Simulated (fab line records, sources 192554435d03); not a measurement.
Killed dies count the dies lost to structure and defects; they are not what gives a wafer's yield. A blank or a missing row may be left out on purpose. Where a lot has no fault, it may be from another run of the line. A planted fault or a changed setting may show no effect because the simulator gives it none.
Chamber matching || flow n5Finfet || N5_BEOL_M0_SAQP_PECVD_04 on pecvd-03 has 3 sister chambers
The step deposits a-Si from SiH4/He, target thk 60 nm, time 60.2 s. 18 wafers are shown with their chamber, then 9 later ones without.

EACH WAFER AND ITS CHAMBER
{"wafer": "L077.1", "chamber": 2, "throttleValvePct (%)": 20.3, "showerheadPlenumPTorr (Torr)": 5.70, "heaterPowerW (W)": 622}
{"wafer": "L077.2", "chamber": 0, "throttleValvePct (%)": 17.8, "showerheadPlenumPTorr (Torr)": 5.68, "heaterPowerW (W)": 737}
{"wafer": "L077.6", "chamber": 0, "throttleValvePct (%)": 17.8, "showerheadPlenumPTorr (Torr)": 5.68, "heaterPowerW (W)": 732}
{"wafer": "L085.3", "chamber": 2, "throttleValvePct (%)": 20.3, "showerheadPlenumPTorr (Torr)": 5.70, "heaterPowerW (W)": 586}
{"wafer": "L085.4", "chamber": 0, "throttleValvePct (%)": 18.1, "showerheadPlenumPTorr (Torr)": 5.69, "heaterPowerW (W)": 666}
{"wafer": "L085.5", "chamber": 1, "throttleValvePct (%)": 21.1, "showerheadPlenumPTorr (Torr)": 5.67, "heaterPowerW (W)": 642}
{"wafer": "L087.1", "chamber": 1, "throttleValvePct (%)": 21.0, "showerheadPlenumPTorr (Torr)": 5.66, "heaterPowerW (W)": 695}
{"wafer": "L087.2", "chamber": 0, "throttleValvePct (%)": 18.1, "showerheadPlenumPTorr (Torr)": 5.68, "heaterPowerW (W)": 640}
{"wafer": "L087.3", "chamber": 2, "throttleValvePct (%)": 20.2, "showerheadPlenumPTorr (Torr)": 5.70, "heaterPowerW (W)": 539}
{"wafer": "L088.1", "chamber": 0, "throttleValvePct (%)": 18.1, "showerheadPlenumPTorr (Torr)": 5.69, "heaterPowerW (W)": 710}
{"wafer": "L088.2", "chamber": 2, "throttleValvePct (%)": 20.0, "showerheadPlenumPTorr (Torr)": 5.69, "heaterPowerW (W)": 650}
{"wafer": "L088.6", "chamber": 0, "throttleValvePct (%)": 18.3, "showerheadPlenumPTorr (Torr)": 5.67, "heaterPowerW (W)": 719}
{"wafer": "L090.3", "chamber": 0, "throttleValvePct (%)": 18.1, "showerheadPlenumPTorr (Torr)": 5.67, "heaterPowerW (W)": 738}
{"wafer": "L090.5", "chamber": 1, "throttleValvePct (%)": 21.1, "showerheadPlenumPTorr (Torr)": 5.65, "heaterPowerW (W)": 651}
{"wafer": "L090.6", "chamber": 0, "throttleValvePct (%)": 17.8, "showerheadPlenumPTorr (Torr)": 5.67, "heaterPowerW (W)": 746}
{"wafer": "L092.2", "chamber": 1, "throttleValvePct (%)": 20.9, "showerheadPlenumPTorr (Torr)": 5.66, "heaterPowerW (W)": 672}
{"wafer": "L092.4", "chamber": 0, "throttleValvePct (%)": 17.9, "showerheadPlenumPTorr (Torr)": 5.67, "heaterPowerW (W)": 686}
{"wafer": "L092.6", "chamber": 0, "throttleValvePct (%)": 18.1, "showerheadPlenumPTorr (Torr)": 5.69, "heaterPowerW (W)": 689}

SIGNATURES (means of the wafers above)
{"reading": "throttleValvePct", "chamber 0": 18.010, "chamber 1": 21.025, "chamber 2": 20.200, "scatter within a chamber": 0.154}
{"reading": "showerheadPlenumPTorr", "chamber 0": 5.6790, "chamber 1": 5.6600, "chamber 2": 5.6975, "scatter within a chamber": 0.00802}
{"reading": "heaterPowerW", "chamber 0": 706.30, "chamber 1": 665.00, "chamber 2": 599.25, "scatter within a chamber": 36.2}
Rule: a wafer lies at a distance from a chamber equal to the root of the sum of squares, over the readings, of (its reading less the chamber's mean, divided by the reading's scatter). If the next closest chamber is less than 2 further off than the closest, the wafer can't be placed; otherwise it belongs to the closest. How the scatter is found: for the shown wafers, subtract from each reading the mean of its chamber, square and add these, divide the total by (wafers less chambers), then take the root.

WAFERS MISSING THEIR CHAMBER
{"wafer": "L093.2", "throttleValvePct (%)": 17.7, "showerheadPlenumPTorr (Torr)": 5.69, "heaterPowerW (W)": 709}
{"wafer": "L093.3", "throttleValvePct (%)": 17.5, "showerheadPlenumPTorr (Torr)": 5.67, "heaterPowerW (W)": 706}
{"wafer": "L093.4", "throttleValvePct (%)": 20.9, "showerheadPlenumPTorr (Torr)": 5.67, "heaterPowerW (W)": 682}
{"wafer": "L095.1", "throttleValvePct (%)": 17.3, "showerheadPlenumPTorr (Torr)": 5.69, "heaterPowerW (W)": 565}
{"wafer": "L095.4", "throttleValvePct (%)": 17.4, "showerheadPlenumPTorr (Torr)": 5.69, "heaterPowerW (W)": 558}
{"wafer": "L095.5", "throttleValvePct (%)": 20.9, "showerheadPlenumPTorr (Torr)": 5.66, "heaterPowerW (W)": 655}
{"wafer": "L096.1", "throttleValvePct (%)": 17.3, "showerheadPlenumPTorr (Torr)": 5.68, "heaterPowerW (W)": 597}
{"wafer": "L096.2", "throttleValvePct (%)": 18.0, "showerheadPlenumPTorr (Torr)": 5.67, "heaterPowerW (W)": 722}
{"wafer": "L096.5", "throttleValvePct (%)": 20.9, "showerheadPlenumPTorr (Torr)": 5.67, "heaterPowerW (W)": 680}

EACH ONE'S CHAMBER
{"wafer": "L093.2", "from the rows above": 0, "in truth": 0}
{"wafer": "L093.3", "from the rows above": 0, "in truth": 0}
{"wafer": "L093.4", "from the rows above": 1, "in truth": 1}
{"wafer": "L095.1", "from the rows above": 0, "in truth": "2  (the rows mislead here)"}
{"wafer": "L095.4", "from the rows above": 0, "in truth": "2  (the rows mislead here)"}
{"wafer": "L095.5", "from the rows above": 1, "in truth": 1}
{"wafer": "L096.1", "from the rows above": 0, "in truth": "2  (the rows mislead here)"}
{"wafer": "L096.2", "from the rows above": 0, "in truth": 0}
{"wafer": "L096.5", "from the rows above": 1, "in truth": 1}
6 of 9 placed correctly. Left unplaced by these rows: 0. Placed wrongly: 3.
